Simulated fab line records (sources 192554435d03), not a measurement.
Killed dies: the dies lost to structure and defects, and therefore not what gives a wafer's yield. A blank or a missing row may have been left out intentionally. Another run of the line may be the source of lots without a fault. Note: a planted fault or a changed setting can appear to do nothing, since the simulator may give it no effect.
What tool caused it? + flow n5-finfet + 12 lots, 36 wafers sampled, at 3 steps of a route of 1938

WHAT THE GAUGES SHOWED, per wafer
N5_BEOL_M8_INSPECT_58: inspects for defects (darkfield).
| lot  | measured     | on                | raw-defect-count |
|------|--------------|-------------------|------------------|
| L075 | day 9 21:58  | defect-inspect-02 | 80 69 140        |
| L077 | day 10 01:46 | defect-inspect-02 | 66 48 39         |
| L079 | day 10 14:07 | defect-inspect-02 | 142 74 139       |
| L082 | day 10 23:51 | defect-inspect-01 | 48 66 76         |
| L083 | day 11 08:35 | defect-inspect-01 | 42 67 74         |
| L084 | day 12 02:38 | defect-inspect-02 | 89 132 57        |
| L086 | day 12 20:44 | defect-inspect-02 | 63 52 79         |
| L090 | day 13 01:58 | defect-inspect-02 | 70 67 83         |
| L091 | day 13 14:13 | defect-inspect-01 | 65 89 67         |
| L094 | day 14 02:53 | defect-inspect-02 | 51 65 51         |
| L095 | day 14 10:41 | defect-inspect-01 | 64 64 83         |
| L097 | day 15 11:14 | defect-inspect-01 | 66 52 51         |

WHAT TOOL EACH LOT RAN ON (gives the tool, then ch and the chambers of the sampled wafers, and finally the start)
| lot  | N5_BEOL_M8_CURE_74            | N5_BEOL_M8_DESCUM_16               |
|------|-------------------------------|------------------------------------|
| L075 | uv-cure-02 ch 2, day 9 14:49  | rie-diel-04 ch 0,1,2, day 9 16:37  |
| L077 | uv-cure-03 ch 2, day 9 18:09  | rie-diel-04 ch 0,1,3, day 9 20:07  |
| L079 | uv-cure-01 ch 2, day 10 07:33 | rie-diel-04 ch 0,1,2, day 10 09:25 |
| L082 | uv-cure-03 ch 0, day 10 16:14 | rie-diel-05 ch 1,2, day 10 18:07   |
| L083 | uv-cure-01 ch 0, day 11 00:46 | rie-diel-04 ch 1,3, day 11 02:56   |
| L084 | uv-cure-02 ch 0, day 11 16:16 | rie-diel-01 ch 0,1, day 11 18:14   |
| L086 | uv-cure-01 ch 0, day 12 13:36 | rie-diel-04 ch 2,3, day 12 14:31   |
| L090 | uv-cure-03 ch 2, day 12 19:39 | rie-diel-04 ch 1,2, day 12 21:34   |
| L091 | uv-cure-01 ch 0, day 13 07:48 | rie-diel-04 ch 2,3, day 13 09:33   |
| L094 | uv-cure-01 ch 0, day 13 19:11 | rie-diel-01 ch 1,2,3, day 13 21:38 |
| L095 | uv-cure-01 ch 2, day 14 02:20 | rie-diel-01 ch 0,1,3, day 14 03:23 |
| L097 | uv-cure-02 ch 0, day 15 03:47 | rie-diel-04 ch 0,1,3, day 15 06:08 |
- N5_BEOL_M8_CURE_74: cures SiCOH lowk, time 240 s.
- N5_BEOL_M8_DESCUM_16: chemistry O2, time 7.9 s.

THE ANSWER, worked out from the rows above alone
Rule: the lots themselves supply what counts as usual. The widest of any qualifying gaps counts: lots, ordered by their means at a reading, are off when they make up no more than a third of the lots, leave a main group of 4 or more, and stand apart from it by 3 or more times the standard deviation of that group's means. Not used: any main group whose means are identical at the precision the tables above print for the reading. A lot without any number at a reading at which 4 lots or more have one is off too. All remaining lots with rows at the step are treated as sound.
Across all readings shown, no lot is off: no conclusion can be drawn from this.

WHAT THE SIMULATOR HAD PUT IN
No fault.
